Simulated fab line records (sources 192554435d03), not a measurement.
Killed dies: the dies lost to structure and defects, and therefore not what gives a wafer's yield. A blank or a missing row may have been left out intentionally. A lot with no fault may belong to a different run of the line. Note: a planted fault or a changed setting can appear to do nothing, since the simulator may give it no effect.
fab line records | flow n5-finfet
[record] lots = 6 | wafers = 18 | last-day = 17
route steps=1938 shown MIM_TOP_LITHO@1846 MIM_TOP_ETCH@1851 MIM_BOT_LITHO@1854 PASSIVATION@1936
lots with no fault: from the same line, run without faults
start-h: hours from the record's opening day to when the first of the lot's shown wafers began | wait-h: hours since the lot's step before | " same as the row above | L1.1+2: several wafers, shown together as one row | - no value, or no start was given | * or withheld: withheld | < > ~ a bound
route shown NAME@n: a module of which the file shows steps, and the number in the route of the first | usual: mean/standard deviation taken from wafers without a fault | same: alike in all rows | chamber/n: place in a boat | sites: each site's reading | _std_site: standard deviation of those values | _edge_site: outer sites' mean less inner sites' | radius-mm: for every site, how far away it sits from the centre of the wafer | mask NAME#n: copy n | behind: tool/chamber where the wafer was last shaped | hold: cause of the lot's hold/its duration in hours/its outcome | device: transistor that didn't switch, given as n, p or np | end of line: at the end of the route, the tests of the same wafers | where a step has no rows: the recipe by itself | killed: dies lost to structure and defects at the first sort, not the wafer's yield | map: the dies of a wafer, with x for killed, . for not killed, _ for no die there
set.NAME: the setting that was run; set.NAME@STEP: the one run at that earlier step | model.NAME: the simulator's own value behind a step, which no gauge read
a table for each step, a row for each wafer; lots at some steps of the route
services: when a tool's chamber went out of use (start-h, in hours from the record's first day, below 0 if earlier), for how many hours, and the reason
[[steps]]
[step N5_MIM_TOP_LITHO_HARDBAKE_09]
[recipe] temp-c = 130 | time-s = 120
[step N5_MIM_TOP_LITHO_CD_MEAS_08]
[recipe] target-cd-nm = 2000 | landing-energy-ev = 500 | detector = se-inlens
[usual] cd-nm = 1998.9/2.5
lot.wafer | tool      | chamber | start-h | wait-h | cd-nm
L421.3    | cd-sem-02 | 0       | 275.56  | -      | 2004.0
L421.4    | "         | 0       | "       | "      | 1999.5
L421.6    | "         | 0       | "       | "      | 2002.8
L424.3    | cd-sem-01 | 0       | 296.60  | -      | 1997.8
L424.5    | "         | 0       | "       | "      | 2004.0
L424.6    | "         | 0       | "       | "      | 2000.1
L431.2    | cd-sem-02 | 0       | 345.11  | -      | 1999.8
L431.3    | "         | 0       | "       | "      | 2003.8
L431.6    | "         | 0       | "       | "      | 1997.8
L432.2    | cd-sem-03 | 0       | 349.12  | -      | 2003.2
L432.4    | "         | 0       | "       | "      | 1996.9
L432.5    | "         | 0       | "       | "      | 1997.3
L439.2    | cd-sem-03 | 0       | 382.38  | -      | 1995.0
L439.4    | "         | 0       | "       | "      | 1999.3
L439.6    | "         | 0       | "       | "      | 1999.4
L441.1    | cd-sem-03 | 0       | 406.36  | -      | 1998.4
L441.5    | "         | 0       | "       | "      | 1996.9
L441.6    | "         | 0       | "       | "      | 1999.3
[step N5_MIM_TOP_LITHO_OVL_MEAS_11]
[recipe] points-per-wafer = 44
[usual] MIM_TOP_OVL = -3/4.8
lot.wafer | tool       | chamber | start-h | wait-h | MIM_TOP_OVL[nm]
L421.3    | overlay-02 | 0       | 275.58  | 0.0    | -4
L421.4    | "          | 0       | "       | "      | -6
L421.6    | "          | 0       | "       | "      | -4
L424.3    | overlay-02 | 0       | 296.63  | 0.0    | -3
L424.5    | "          | 0       | "       | "      | -13
L424.6    | "          | 0       | "       | "      | -8
L431.2    | overlay-02 | 0       | 345.14  | 0.0    | 0
L431.3    | "          | 0       | "       | "      | 0
L431.6    | "          | 0       | "       | "      | 0
L432.2    | overlay-02 | 0       | 349.14  | 0.0    | -3
L432.4    | "          | 0       | "       | "      | 1
L432.5    | "          | 0       | "       | "      | 0
L439.2    | overlay-01 | 0       | 382.41  | 0.0    | -1
L439.4    | "          | 0       | "       | "      | 6
L439.6    | "          | 0       | "       | "      | 1
L441.1    | overlay-02 | 0       | 406.39  | 0.0    | -3
L441.5    | "          | 0       | "       | "      | -4
L441.6    | "          | 0       | "       | "      | -4
[step N5_MIM_TOP_LITHO_INSPECT_12]
[recipe] mode = adi | inspect-instrument = macro
[usual] raw-defect-count = 1.9/1.3
lot.wafer | tool              | chamber | start-h | wait-h | raw-defect-count
L421.3    | defect-inspect-01 | -       | 275.61  | 0.0    | 1
L421.4    | "                 | -       | "       | "      | 3
L421.6    | "                 | -       | "       | "      | 4
L424.3    | defect-inspect-02 | -       | 296.65  | 0.0    | 4
L424.5    | "                 | -       | "       | "      | 1
L424.6    | "                 | -       | "       | "      | 3
L431.2    | defect-inspect-01 | -       | 345.17  | 0.0    | 2
L431.3    | "                 | -       | "       | "      | 4
L431.6    | "                 | -       | "       | "      | 2
L432.2    | defect-inspect-02 | -       | 349.17  | 0.0    | 2
L432.4    | "                 | -       | "       | "      | 2
L432.5    | "                 | -       | "       | "      | 1
L439.2    | defect-inspect-01 | -       | 382.43  | 0.0    | 2
L439.4    | "                 | -       | "       | "      | 1
L439.6    | "                 | -       | "       | "      | 2
L441.1    | defect-inspect-01 | -       | 406.42  | 0.0    | 3
L441.5    | "                 | -       | "       | "      | 4
L441.6    | "                 | -       | "       | "      | 1
[step N5_MIM_TOP_LITHO_DESCUM_10]
[recipe] chemistry = O2 | time-s = 7.9 | source-power-w = 50 | bias-power-w = 20 | pressure-mtorr = 20 | rf-frequency-hz = 2.712e+07 | temp-c = 40 | o2-flow-sccm = 225
[usual] drypump-motor-current-A = 5.7/0.47 | oes-product-au = 0.80/0.086 | rf-vpp-V = 243.7/1.5 | showerhead-plenum-p-Torr = 2.12/0.085 | temp-c = 40.00/0.11 | throttle-valve-pct = 20.39/0.2
lot.wafer | tool        | chamber | start-h | wait-h | drypump-motor-current-A | oes-product-au | rf-hours-counter-h | rf-vpp-V | showerhead-plenum-p-Torr | temp-c | throttle-valve-pct
L421.3    | rie-diel-03 | 1       | 275.64  | 0.0    | 5.2                     | 0.83           | 96                 | 244.3    | 2.20                     | 39.94  | 20.12
L421.4    | "           | 2       | "       | "      | 6.0                     | 0.74           | 195                | 242.2    | 1.98                     | 40.12  | 20.40
L421.6    | "           | 0       | "       | "      | 6.3                     | 0.68           | -                  | 243.7    | 2.16                     | 39.97  | 20.82
L424.3    | rie-diel-04 | 1       | 297.23  | 0.6    | 5.8                     | 0.87           | 52                 | 242.2    | 2.04                     | 39.93  | 20.34
L424.5    | "           | 3       | "       | "      | 5.1                     | 0.70           | -                  | 242.7    | 1.98                     | 39.93  | 20.51
L424.6    | "           | 0       | "       | "      | 5.5                     | 0.84           | -                  | 244.3    | 2.21                     | 39.92  | 20.41
L431.2    | rie-diel-01 | 2       | 345.20  | 0.0    | 5.0                     | 0.83           | 79                 | 245.8    | 2.20                     | 40.07  | 20.51
L431.3    | "           | 0       | "       | "      | 6.5                     | 0.77           | 140                | 245.2    | 2.13                     | 40.04  | 20.57
L431.6    | "           | 0       | "       | "      | 6.5                     | 0.76           | -                  | 244.8    | 2.13                     | 39.84  | 20.56
L432.2    | rie-diel-01 | 2       | 349.37  | 0.2    | 5.1                     | 0.84           | 81                 | 245.2    | 2.20                     | 39.94  | 20.50
L432.4    | "           | 2       | "       | "      | 5.1                     | 0.83           | -                  | 245.1    | 2.20                     | 40.12  | 20.50
L432.5    | "           | 0       | "       | "      | 6.5                     | 0.76           | -                  | 243.4    | 2.13                     | 39.91  | 20.56
L439.2    | rie-diel-03 | 3       | 382.47  | 0.0    | 5.6                     | 0.90           | 33                 | 243.0    | 2.10                     | 39.93  | 20.33
L439.4    | "           | 1       | "       | "      | 5.2                     | 0.79           | 138                | 245.4    | 2.18                     | 40.16  | 20.19
L439.6    | "           | 3       | "       | "      | 5.6                     | 0.90           | -                  | 243.2    | 2.10                     | 40.14  | 20.33
L441.1    | rie-diel-03 | 1       | 406.45  | 0.0    | 5.2                     | 0.77           | 147                | 244.9    | 2.18                     | 39.81  | 20.19
L441.5    | "           | 0       | "       | "      | 6.3                     | 0.90           | -                  | 244.8    | 2.14                     | 39.91  | 20.52
L441.6    | "           | 1       | "       | "      | 5.2                     | 0.78           | -                  | 244.3    | 2.18                     | 39.85  | 20.20
[step N5_MIM_TOP_ETCH_ETCH_00]
[recipe] chemistry = Cl2/BCl3 | target = TiN | target-depth-a = 385 | ion-energy-ev = 150 | pressure-mtorr = 10 | icp-w = 1000 | bias-w = 126 | Cl2_flow_sccm = 53.25 | bcl3-flow-sccm = 21.75 | Ar_flow_sccm = 25
[usual] bias-w = 126.0/0.38 | drypump-motor-current-A = 5.8/0.57 | mfc-cl2-sccm = 53.26/0.15 | oes-product-au = 0.78/0.087 | throttle-valve-pct = 22.87/0.18
lot.wafer | tool         | chamber | start-h | wait-h | bias-w | drypump-motor-current-A | mfc-cl2-sccm | oes-product-au | rf-hours-counter-h | throttle-valve-pct
L421.3    | rie-metal-03 | 1       | 275.77  | 0.1    | 126.1  | 6.6                     | 53.18        | 0.74           | -                  | 22.95
L421.4    | "            | 0       | "       | "      | 125.9  | 5.2                     | 52.79        | 0.76           | -                  | 22.74
L421.6    | "            | 1       | "       | "      | 125.8  | 6.6                     | 53.21        | 0.75           | -                  | 22.93
L424.3    | rie-metal-01 | 1       | 297.35  | 0.1    | 126.5  | 5.5                     | 53.12        | 0.65           | -                  | 22.88
L424.5    | "            | 0       | "       | "      | 125.6  | 5.4                     | 53.23        | 0.78           | -                  | 22.91
L424.6    | "            | 1       | "       | "      | 126.8  | 5.5                     | 53.37        | 0.65           | -                  | 22.86
L431.2    | rie-metal-03 | 0       | 345.29  | 0.1    | 126.3  | 5.2                     | 53.38        | 0.75           | 43                 | 22.74
L431.3    | "            | 1       | "       | "      | 126.1  | 6.6                     | 53.53        | 0.74           | -                  | 22.95
L431.6    | "            | 1       | "       | "      | 125.6  | 6.6                     | 53.40        | 0.74           | -                  | 22.96
L432.2    | rie-metal-02 | 1       | 349.45  | 0.1    | 125.7  | 6.4                     | 53.24        | 0.81           | 17                 | 23.09
L432.4    | "            | 1       | "       | "      | 125.8  | 6.4                     | 53.33        | 0.80           | -                  | 23.10
L432.5    | "            | 1       | "       | "      | 125.7  | 6.4                     | 53.42        | 0.80           | -                  | 23.10
L439.2    | rie-metal-01 | 1       | 382.55  | 0.1    | 126.1  | 5.5                     | 53.35        | 0.97           | 1                  | 22.30
L439.4    | "            | 0       | "       | "      | 126.1  | 5.4                     | 53.38        | 0.77           | -                  | 22.93
L439.6    | "            | 1       | "       | "      | 126.0  | 5.5                     | 53.30        | 0.96           | -                  | 22.32
L441.1    | rie-metal-01 | 0       | 406.54  | 0.1    | 126.1  | 5.4                     | 53.31        | 0.75           | 53                 | 22.92
L441.5    | "            | 1       | "       | "      | 126.3  | 5.5                     | 53.40        | 0.95           | -                  | 22.31
L441.6    | "            | 0       | "       | "      | 126.1  | 5.4                     | 53.28        | 0.76           | -                  | 22.92
[step N5_MIM_TOP_ETCH_STRIP_01]
[recipe] chemistry = O2 | power-w = 600 | temp-c = 60 | pressure-mtorr = 30 | rf-frequency-hz = 6e+07 | bias-power-w = 0 | overash-fraction = 0.5 | o2-flow-sccm = 225
[usual] drypump-motor-current-A = 5.5/0.41 | oes-product-au = 0.80/0.077 | rf-vpp-V = 3.8/1.4 | showerhead-plenum-p-Torr = 2.09/0.087 | temp-c = 59.99/0.13 | throttle-valve-pct = 16.57/0.18
lot.wafer | tool        | chamber | start-h | wait-h | drypump-motor-current-A | oes-product-au | rf-hours-counter-h | rf-vpp-V | showerhead-plenum-p-Torr | temp-c | throttle-valve-pct
L421.3    | rie-diel-05 | 1       | 275.88  | 0.1    | 5.8                     | 0.84           | 68                 | 0.9      | 2.14                     | 59.76  | 16.70
L421.4    | "           | 2       | "       | "      | 5.1                     | 0.81           | 96                 | 4.8      | 2.21                     | 60.05  | 16.54
L421.6    | "           | 2       | "       | "      | 5.1                     | 0.80           | -                  | 2.9      | 2.21                     | 60.09  | 16.61
L424.3    | rie-diel-02 | 1       | 297.45  | 0.1    | 6.0                     | 0.76           | 184                | 4.2      | 1.98                     | 59.91  | 16.37
L424.5    | "           | 0       | "       | "      | 5.0                     | 0.72           | -                  | 3.9      | 2.09                     | 59.89  | 16.80
L424.6    | "           | 3       | "       | "      | 5.5                     | 0.71           | -                  | 3.3      | 2.16                     | 59.87  | 16.64
L431.2    | rie-diel-05 | 3       | 345.43  | 0.1    | 5.2                     | 0.77           | 96                 | 4.9      | 2.12                     | 60.03  | 16.68
L431.3    | "           | 0       | "       | "      | 6.0                     | 0.80           | 119                | 4.4      | 2.10                     | 60.18  | 16.63
L431.6    | "           | 1       | "       | "      | 5.8                     | 0.82           | -                  | 3.2      | 2.13                     | 59.93  | 16.77
L432.2    | rie-diel-06 | 3       | 349.60  | 0.1    | 5.9                     | 0.76           | 187                | 1.9      | 1.91                     | 60.01  | 16.44
L432.4    | "           | 0       | "       | "      | 5.6                     | 0.87           | -                  | 2.1      | 2.10                     | 59.96  | 16.35
L432.5    | "           | 3       | "       | "      | 5.9                     | 0.74           | -                  | 3.3      | 1.91                     | 59.88  | 16.42
L439.2    | rie-diel-05 | 2       | 382.70  | 0.1    | 5.1                     | 0.75           | 127                | 3.8      | 2.20                     | 59.98  | 16.65
L439.4    | "           | 1       | "       | "      | 5.8                     | 0.80           | 99                 | 4.2      | 2.13                     | 60.15  | 16.77
L439.6    | "           | 2       | "       | "      | 5.1                     | 0.77           | -                  | 2.8      | 2.20                     | 60.00  | 16.61
L441.1    | rie-diel-02 | 0       | 406.71  | 0.1    | 5.0                     | 0.69           | 242                | 2.2      | 2.08                     | 60.09  | 16.86
L441.5    | "           | 0       | "       | "      | 5.0                     | 0.67           | -                  | 2.1      | 2.08                     | 59.99  | 16.89
L441.6    | "           | 3       | "       | "      | 5.5                     | 0.67           | -                  | 1.7      | 2.15                     | 59.91  | 16.80
[step N5_MIM_TOP_ETCH_PECVD_03]
[recipe] material = SiNx | target-thk-a = 200 | temp-c = 400 | precursor = SiH4/NH3/N2 | pressure-torr = 1.5 | rf-w = 300 | time-s = 17.6
[usual] heater-power-outer-w = 434/71 | heater-power-w = 732/94 | showerhead-plenum-p-Torr = 5.15/0.063 | showerhead-vpp-V = 1045/28 | throttle-valve-pct = 41.2/2.3
lot.wafer | tool     | chamber | start-h | wait-h | heater-power-outer-w | heater-power-w | showerhead-plenum-p-Torr | showerhead-vpp-V | throttle-valve-pct
L421.3    | pecvd-01 | 2       | 275.94  | -      | 471                  | 736            | 5.13                     | 1041             | 39.2
L421.4    | "        | 2       | "       | "      | 463                  | 717            | 5.15                     | 1047             | 39.4
L421.6    | "        | 0       | "       | "      | 310                  | 548            | 5.05                     | 1008             | 39.6
L424.3    | pecvd-03 | 1       | 297.52  | -      | 479                  | 782            | 5.16                     | 1012             | 42.1
L424.5    | "        | 1       | "       | "      | 486                  | 800            | 5.14                     | 1023             | 42.1
L424.6    | "        | 0       | "       | "      | 374                  | 707            | 5.18                     | 1029             | 40.6
L431.2    | pecvd-03 | 1       | 345.49  | -      | 473                  | 770            | 5.14                     | 1018             | 42.2
L431.3    | "        | 0       | "       | "      | 453                  | 775            | 5.21                     | 1022             | 40.8
L431.6    | "        | 2       | "       | "      | 351                  | 640            | 5.19                     | 1098             | 38.7
L432.2    | pecvd-03 | 0       | 349.66  | -      | 423                  | 742            | 5.18                     | 1009             | 40.7
L432.4    | "        | 0       | "       | "      | 409                  | 757            | 5.20                     | 1033             | 40.6
L432.5    | "        | 1       | "       | "      | 426                  | 705            | 5.15                     | 1033             | 42.0
L439.2    | pecvd-01 | 1       | 382.76  | -      | 540                  | 848            | 5.29                     | 1064             | 46.6
L439.4    | "        | 0       | "       | "      | 328                  | 572            | 5.03                     | 1018             | 40.2
L439.6    | "        | 2       | "       | "      | 461                  | 714            | 5.15                     | 1027             | 40.3
L441.1    | pecvd-01 | 0       | 406.78  | -      | 357                  | 627            | 5.04                     | 998              | 40.5
L441.5    | "        | 1       | "       | "      | 553                  | 862            | 5.29                     | 1057             | 46.9
L441.6    | "        | 2       | "       | "      | 383                  | 633            | 5.15                     | 1047             | 40.3
[step N5_MIM_BOT_LITHO_HMDS_01]
[recipe] time-s = 60 | temp-c = 120
[step N5_MIM_BOT_LITHO_COAT_02]
[recipe] spin-rpm = * | resist-thk-nm = *
[step N5_MIM_BOT_LITHO_EBR_04]
[recipe] solvent = PGMEA | ebr-width-mm = 1.5
[step N5_MIM_BOT_LITHO_SOFTBAKE_03]
[recipe] temp-c = 100 | time-s = 90
[step N5_MIM_BOT_LITHO_EXPOSE_05]
[recipe] mask-id = MIM_BOT | na = 0.55 | source-shape = conventional | sigma-outer = 0.8 | polarization = unpolarized | dose-mj = 24.25
[same] sigma-outer = 0.8
lot.wafer  | tool           | chamber | start-h | wait-h | mask      | model.MIM_BOT_LITHO.overlay-x-nm
L421.3+4+6 | krf-scanner-01 | 0       | 276.13  | -      | MIM_BOT#0 | -0.6
L424.3+5+6 | krf-scanner-01 | 0       | 297.83  | -      | MIM_BOT#0 | 5
L431.2+3+6 | krf-scanner-01 | 0       | 345.80  | -      | MIM_BOT#0 | -5.6
L432.2+4+5 | krf-scanner-02 | 0       | 349.97  | -      | MIM_BOT#0 | 3
L439.2+4+6 | krf-scanner-02 | 0       | 383.07  | -      | MIM_BOT#0 | 565.6
L441.1+5+6 | krf-scanner-02 | 0       | 407.08  | -      | MIM_BOT#0 | 564.8
[step N5_MIM_BOT_LITHO_PEB_06]
[recipe] peb-temp-c = withheld | peb-time-s = *
[step N5_MIM_BOT_LITHO_DEVELOP_07]
[recipe] develop-time-s = 60 | rinse-liquid = diw | dry = air-spin | dev-temp-c = 21
[step N5_MIM_BOT_LITHO_HARDBAKE_09]
[recipe] temp-c = 130 | time-s = 120
[step N5_MIM_BOT_LITHO_CD_MEAS_08]
[recipe] target-cd-nm = 3000 | landing-energy-ev = 500 | detector = se-inlens | polarity = opening
[usual] cd-nm = 2998.9/2.8
lot.wafer | tool      | chamber | start-h | wait-h | cd-nm
L421.3    | cd-sem-01 | 0       | 276.30  | -      | 3002.1
L421.4    | "         | 0       | "       | "      | 2999.5
L421.6    | "         | 0       | "       | "      | 3000.8
L424.3    | cd-sem-01 | 0       | 298.00  | -      | 2998.9
L424.5    | "         | 0       | "       | "      | 2995.1
L424.6    | "         | 0       | "       | "      | 2998.3
L431.2    | cd-sem-01 | 0       | 345.97  | -      | 2997.0
L431.3    | "         | 0       | "       | "      | 2999.3
L431.6    | "         | 0       | "       | "      | 2999.7
L432.2    | cd-sem-01 | 0       | 350.14  | -      | 2996.0
L432.4    | "         | 0       | "       | "      | 2998.6
L432.5    | "         | 0       | "       | "      | 3000.1
L439.2    | cd-sem-02 | 0       | 383.24  | -      | 3003.3
L439.4    | "         | 0       | "       | "      | 2999.5
L439.6    | "         | 0       | "       | "      | 3003.1
L441.1    | cd-sem-03 | 0       | 407.26  | -      | 3000.6
L441.5    | "         | 0       | "       | "      | 2999.2
L441.6    | "         | 0       | "       | "      | 3002.4
[step N5_MIM_BOT_LITHO_OVL_MEAS_11]
[recipe] points-per-wafer = 44
[usual] MIM_BOT_OVL = -1/4.7
lot.wafer | tool       | chamber | start-h | wait-h | MIM_BOT_OVL[nm]
L421.3    | overlay-01 | 0       | 276.33  | 0.0    | 1
L421.4    | "          | 0       | "       | "      | 0
L421.6    | "          | 0       | "       | "      | -1
L424.3    | overlay-02 | 0       | 298.03  | 0.0    | 5
L424.5    | "          | 0       | "       | "      | 5
L424.6    | "          | 0       | "       | "      | -5
L431.2    | overlay-02 | 0       | 346.01  | 0.0    | -3
L431.3    | "          | 0       | "       | "      | -8
L431.6    | "          | 0       | "       | "      | -7
L432.2    | overlay-02 | 0       | 350.17  | 0.0    | 3
L432.4    | "          | 0       | "       | "      | 1
L432.5    | "          | 0       | "       | "      | -5
L439.2    | overlay-02 | 0       | 383.27  | 0.0    | 563
L439.4    | "          | 0       | "       | "      | 566
L439.6    | "          | 0       | "       | "      | 564
L441.1    | overlay-02 | 0       | 407.29  | 0.0    | 564
L441.5    | "          | 0       | "       | "      | 567
L441.6    | "          | 0       | "       | "      | 566
[step N5_MIM_BOT_LITHO_INSPECT_12]
[recipe] mode = adi | inspect-instrument = macro
[usual] raw-defect-count = 2.1/1.3
lot.wafer | tool              | chamber | start-h | wait-h | raw-defect-count
L421.3    | defect-inspect-01 | -       | 276.35  | 0.0    | 4
L421.4    | "                 | -       | "       | "      | 2
L421.6    | "                 | -       | "       | "      | 0
L424.3    | defect-inspect-01 | -       | 298.05  | 0.0    | 3
L424.5    | "                 | -       | "       | "      | 2
L424.6    | "                 | -       | "       | "      | 3
L431.2    | defect-inspect-02 | -       | 346.03  | 0.0    | 1
L431.3    | "                 | -       | "       | "      | 4
L431.6    | "                 | -       | "       | "      | 3
L432.2    | defect-inspect-01 | -       | 350.19  | 0.0    | 1
L432.4    | "                 | -       | "       | "      | 2
L432.5    | "                 | -       | "       | "      | 2
L439.2    | defect-inspect-01 | -       | 383.30  | 0.0    | 2
L439.4    | "                 | -       | "       | "      | 2
L439.6    | "                 | -       | "       | "      | 2
L441.1    | defect-inspect-02 | -       | 407.31  | 0.0    | 0
L441.5    | "                 | -       | "       | "      | 0
L441.6    | "                 | -       | "       | "      | 1
[step N5_PASSIVATION_PROBE_49]
[usual] defect-limited-yield = 91.4/1.6 | killed_at_M0_to_M3 = 31/11 | killed_at_M4_up = 14/5.7 | killed-at-contacts = 12/6 | killed-at-front-end = 41/13 | killed-at-other = 3.3/2.8 | killed-dies = 101/19 | killed-open = 67/14 | killed-short = 33/8.2 | sort_bin_5_function = 5.0/1.1 | sort_bin_6_memory = 3.3/0.74 | sort-n-pass = 1078/20 | sort-yield-pct = 91.3/1.7
[same] gross-dies = 1180 | killed-at-back-side = 0 | sort_bin_4_leakage[%] = 0 | sort_bin_8_speed[%] = 0
lot.wafer | tool      | chamber | start-h | wait-h | defect-limited-yield[%] | killed_at_M0_to_M3 | killed_at_M4_up | killed-at-contacts | killed-at-front-end | killed-at-other | killed-dies | killed-open | killed-short | sort_bin_5_function[%] | sort_bin_6_memory[%] | sort-n-pass | sort-yield-pct[%]
L431.2    | prober-01 | -       | 354.82  | 0.1    | 90.3                    | 32                 | 22              | 13                 | 44                  | 4               | 115         | 89          | 25           | 6.1                    | 3.3                  | 1065        | 90.3
// killed by level:class
L431.2 STI_FIN_REVEAL:geometric-particle:open=26 BEOL_M4:geometric-particle:open=11 MOL_CONTACT_COAG:geometric-particle:open=10 BEOL_M3:geometric-particle:open=9 BEOL_M0_SAQP:geometric-particle:open=6 BEOL_M1:geometric-particle:open=6 FIN_SAQP:geometric-particle:short=5 DUMMY_GATE:geometric-particle:open=4
[[services]]
tool           | chamber | start-h | hours | kind
rie-diel-06    | 3       | 272.94  | 8.2   | repair
krf-scanner-01 | -       | 283.01  | 0.5   | repair
krf-scanner-01 | -       | 287.91  | 1.1   | repair
rie-diel-05    | 2       | 292.50  | 6.9   | repair
pecvd-01       | 0       | 296.42  | 5.3   | repair
krf-scanner-01 | -       | 298.84  | 0.8   | pm
rie-diel-01    | 2       | 299.64  | 2.8   | repair
krf-scanner-02 | -       | 319.52  | 1.0   | pm
krf-scanner-02 | -       | 326.89  | 2.3   | repair
krf-scanner-01 | -       | 337.61  | 4.4   | pm
krf-scanner-02 | -       | 353.37  | 0.8   | pm
krf-scanner-02 | -       | 358.37  | 1.3   | pm
rie-metal-03   | -       | 358.64  | 0.6   | repair
rie-diel-05    | 1       | 359.64  | 5.6   | repair
rie-diel-05    | -       | 365.21  | 1.2   | repair
pecvd-03       | -       | 370.38  | 2.2   | repair
krf-scanner-01 | -       | 371.46  | 1.3   | pm
pecvd-03       | 2       | 372.66  | 3.9   | repair
rie-diel-01    | 3       | 380.66  | 7.1   | repair
krf-scanner-01 | -       | 385.08  | 3.6   | pm
pecvd-01       | -       | 387.21  | 13.6  | repair
rie-diel-05    | 1       | 400.40  | 3.8   | repair
krf-scanner-02 | -       | 402.84  | 0.9   | repair
krf-scanner-01 | -       | 403.75  | 1.0   | pm
[[key]]
[first-sign] step = N5_MIM_BOT_LITHO_OVL_MEAS_11 | reading = MIM_BOT_OVL | direction = up | sigmas = 99+ | usual = -1 | struck = 565
effect none on later readings
[model-effect] step = N5_MIM_BOT_LITHO_EXPOSE_05 | value = MIM_BOT_LITHO.overlay-x-nm | without = 0.3 | struck = 565.2
met-at N5_MIM_BOT_LITHO_EXPOSE_05
struck-wafers L439.2,L439.4,L439.6,L441.1,L441.5,L441.6
onset-between 349.97 383.07
also-fits time
[fault] kind = scanner-matching-overlay | tool = krf-scanner-02 | chamber = - | onset-h = 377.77 | steps = N5_MIM_BOT_LITHO_EXPOSE_05 | offset = 564.92
